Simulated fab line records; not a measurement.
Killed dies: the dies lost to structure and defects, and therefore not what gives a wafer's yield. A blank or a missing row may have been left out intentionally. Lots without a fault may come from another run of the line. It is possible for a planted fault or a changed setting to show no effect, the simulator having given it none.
Comparing a struck lot with a sound one	flow n5Finfet	15 out of 1938 route steps
Sound: these wafers, L883.1, L883.4, L883.5. Struck: wafer L897.6 (left out: L897.3, L897.5 of the same lot, which were not struck); the cause appears at the end.
Order at every step that has rows: each side's tool, ch and its chambers, its first start. Under that, the readings that differ: sound wafers	struck wafers	difference of the means	sigmas: that difference in standard deviations of wafers without a fault.
alike: readings whose means differ by less than 2 such deviations, and words and numbers that are the same on both sides. not compared: withheld readings, readings that some wafer has no value for, bounds like >300 that may hide the same value, and numbers for which the record gives no deviation and whose values overlap.
The two part at a step that has a row with sigmas, a row that says differs or no value, or rows on one side only. Numbers that don't overlap but have no deviation are shown without sigmas and don't part them. Lack of a reading on every wafer of one side parts them only where that side has two or more wafers.

first, 1 step without rows for these wafers: N5_BEOL_M12_STRIP_69 (strips in N2/H2).
N5_BEOL_M12_TRENCH_ETCH_34: etches SiOC in C4F8/O2/Ar, target depth 318.95 nm, time 125.5 s.
  sound on rieDiel-05 ch 1,2,3, day 10 13:45; struck on rieDiel-05 ch 1, day 14 09:53
  alike: C4F8_flow_sccm, drypumpMotorCurrentA, heInnerTorr, oesProductAu, rfVppV, showerheadPlenumPTorr, throttleValvePct
  not compared: rfHoursCounterH
then, 1 step without rows for these wafers: N5_BEOL_M12_STRIP_70 (strips in C4F8/O2/Ar).
N5_BEOL_M12_OCD_MEAS_35:
  sound on ocd-01, day 10 13:54; struck on ocd-02, day 14 10:03
reading	sound	struck	difference	sigmas
trenchDepthNm (nm)	314 322 323	306	-14	-2
N5_BEOL_M12_STRIP_37: strips in N2/H2.
  sound on plasmaAsher-01 ch 0,1, day 10 13:56; struck on plasmaAsher-01 ch 1, day 14 10:06
reading	sound	struck	difference	sigmas
oesProductAu (a.u.)	0.783 0.781 0.792	0.809	+0.024	+2
  alike: drypumpMotorCurrentA, h2FlowSccm, heaterPowerW
  not compared: rfHoursCounterH
then, 3 steps without rows for these wafers: N5_BEOL_M12_ETCH_38 (etches SiCN in CF4/N2, target depth 68.7 nm, time 73.4 s); N5_BEOL_M12_PRECLEAN_39 (cleans in residue remover, time 60 s); N5_BEOL_M12_SRD_40 (time 30 s, dry time 30 s).
N5_BEOL_M12_DEGAS_41: time 60 s.
  sound on pvdSputter-01, day 10 14:22; struck on pvdSputter-01, day 14 12:20
  alike: heaterPowerW, susceptorTempC
then, 1 step without rows for these wafers: N5_BEOL_M12_PRE_CLEAN_42 (time 30 s).
N5_BEOL_M12_SPUTTER_43: material TaN, target thk 15 nm, time 24.19 s.
  sound on pvdSputter-01, day 10 14:27; struck on pvdSputter-01, day 14 12:25
  alike: cathodeDcPowerW, susceptorTempC, throttleValvePct
N5_BEOL_M12_SPUTTER_44: material Ta, target thk 10 nm, time 16.13 s.
  sound on pvdSputter-01, day 10 14:32; struck on pvdSputter-01, day 14 12:30
  alike: cathodeDcPowerW, susceptorTempC, throttleValvePct
N5_BEOL_M12_SPUTTER_45: material Cu, target thk 80 nm, time 13.33 s.
  sound on pvdSputter-01, day 10 14:37; struck on pvdSputter-01, day 14 12:35
reading	sound	struck	difference	sigmas
cathodeDcPowerW (W)	25996 26005 25996	29066	+3067	+99 or more
  alike: susceptorTempC, throttleValvePct
then, 1 step without rows for these wafers: N5_BEOL_M12_ECD_47 (material Cu, target thk 720 nm).
N5_PASSIVATION_PROBE_49:
  rows exist in the record for the sound wafers here (prober-01, day 11 22:40), none for the struck ones

== WHERE THEY PART ==
Last at N5_PASSIVATION_PROBE_49 as far as this record goes, first at N5_BEOL_M12_OCD_MEAS_35.

WHY: what had been put in by the simulator
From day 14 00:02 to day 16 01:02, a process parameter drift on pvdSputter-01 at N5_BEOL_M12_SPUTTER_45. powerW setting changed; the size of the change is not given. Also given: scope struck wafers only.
